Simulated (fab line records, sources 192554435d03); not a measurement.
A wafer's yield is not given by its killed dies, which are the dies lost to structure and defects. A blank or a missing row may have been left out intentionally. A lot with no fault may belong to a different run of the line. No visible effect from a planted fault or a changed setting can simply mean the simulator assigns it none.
Matching of chambers    flow n5-finfet    N5_GATE_CUT_CMP_02 on cmp-03: 4 sister chambers
The step polishes, stops on SiO2, t overpolish 12.7 s, target thk 0 nm. 30 wafers are shown with their chamber, then 12 later ones without.

WAFERS, EACH WITH ITS CHAMBER
wafer   chamber  motor-current-A (A)  time-to-endpoint-s (s)  overpolish-run-s (s)
L074.1  2        7.5                  29.4                    12.699
L074.3  1        8.8                  27.0                    12.695
L074.6  3        8.6                  24.8                    12.699
L075.1  0        9.5                  23.0                    12.698
L075.3  1        9.3                  26.0                    12.693
L075.4  2        6.7                  27.4                    12.692
L077.1  1        8.9                  25.5                    12.686
L077.3  3        8.9                  24.1                    12.681
L077.6  0        9.2                  22.7                    12.705
L079.1  1        8.7                  28.2                    12.689
L079.3  2        7.0                  27.8                    12.699
L079.4  3        8.9                  23.5                    12.723
L081.1  2        7.5                  29.2                    12.687
L081.4  3        8.7                  22.3                    12.694
L081.5  3        8.6                  25.1                    12.703
L086.1  2        7.1                  27.6                    12.698
L086.3  0        9.5                  26.1                    12.721
L086.4  3        8.7                  27.5                    12.705
L088.1  2        7.4                  30.4                    12.702
L088.4  1        8.3                  28.7                    12.709
L088.5  2        7.2                  30.9                    12.691
L089.1  2        7.4                  29.1                    12.687
L089.5  1        8.3                  28.0                    12.699
L089.6  2        7.5                  30.2                    12.683
L090.1  1        9.5                  27.2                    12.699
L090.3  0        9.1                  25.4                    12.713
L090.5  1        8.9                  27.6                    12.688
L092.3  2        7.4                  28.4                    12.699
L092.4  1        8.6                  27.2                    12.718
L092.6  3        8.7                  26.5                    12.707

SIGNATURES, as means of the wafers listed above
reading             chamber 0  chamber 1  chamber 2  chamber 3  scatter within a chamber
motor-current-A     9.325      8.811      7.270      8.729      0.289
time-to-endpoint-s  24.300     27.267     29.040     24.829     1.38
overpolish-run-s    12.70925   12.69733   12.69370   12.70171   0.0099
Rule: a wafer's distance from a chamber is the root of the sum, over the readings, of the square of ((its reading less the chamber's mean) divided by the reading's scatter). The wafer belongs to the nearest chamber; if the next one is less than 2 further off, it can't be placed. How the scatter is found: for the shown wafers, subtract from each reading the mean of its chamber, square and add these, divide the total by (wafers less chambers), then take the root.

WAFERS WITHOUT THEIR CHAMBER
wafer   motor-current-A (A)  time-to-endpoint-s (s)  overpolish-run-s (s)
L093.3  8.5                  27.9                    12.695
L093.4  7.1                  30.3                    12.697
L093.6  9.7                  26.7                    12.698
L095.2  7.5                  29.5                    12.701
L095.4  8.9                  27.9                    12.712
L095.6  9.4                  27.5                    12.692
L096.1  9.3                  30.7                    12.699
L096.5  9.1                  27.6                    12.691
L096.6  9.6                  27.9                    12.722
L097.1  9.5                  25.9                    12.692
L097.2  7.7                  29.1                    12.713
L097.3  8.3                  25.7                    12.694

WHICH CHAMBER EACH ONE RAN IN
wafer   from the rows above           in truth
L093.3  can't be placed: 1 or 3       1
L093.4  2                             2
L093.6  can't be placed: 0 or 1 or 3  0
L095.2  2                             2
L095.4  can't be placed: 1 or 3 or 0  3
L095.6  can't be placed: 1 or 0 or 3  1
L096.1  can't be placed: 1 or 3 or 0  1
L096.5  can't be placed: 1 or 3 or 0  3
L096.6  can't be placed: 0 or 1 or 3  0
L097.1  can't be placed: 0 or 1 or 3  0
L097.2  can't be placed: 2 or 1       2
L097.3  can't be placed: 3 or 1       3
Correct placement for 2 of the 12. Not placeable from these rows: 10 (in 10, the candidates include the true chamber). Placed wrongly: 0.
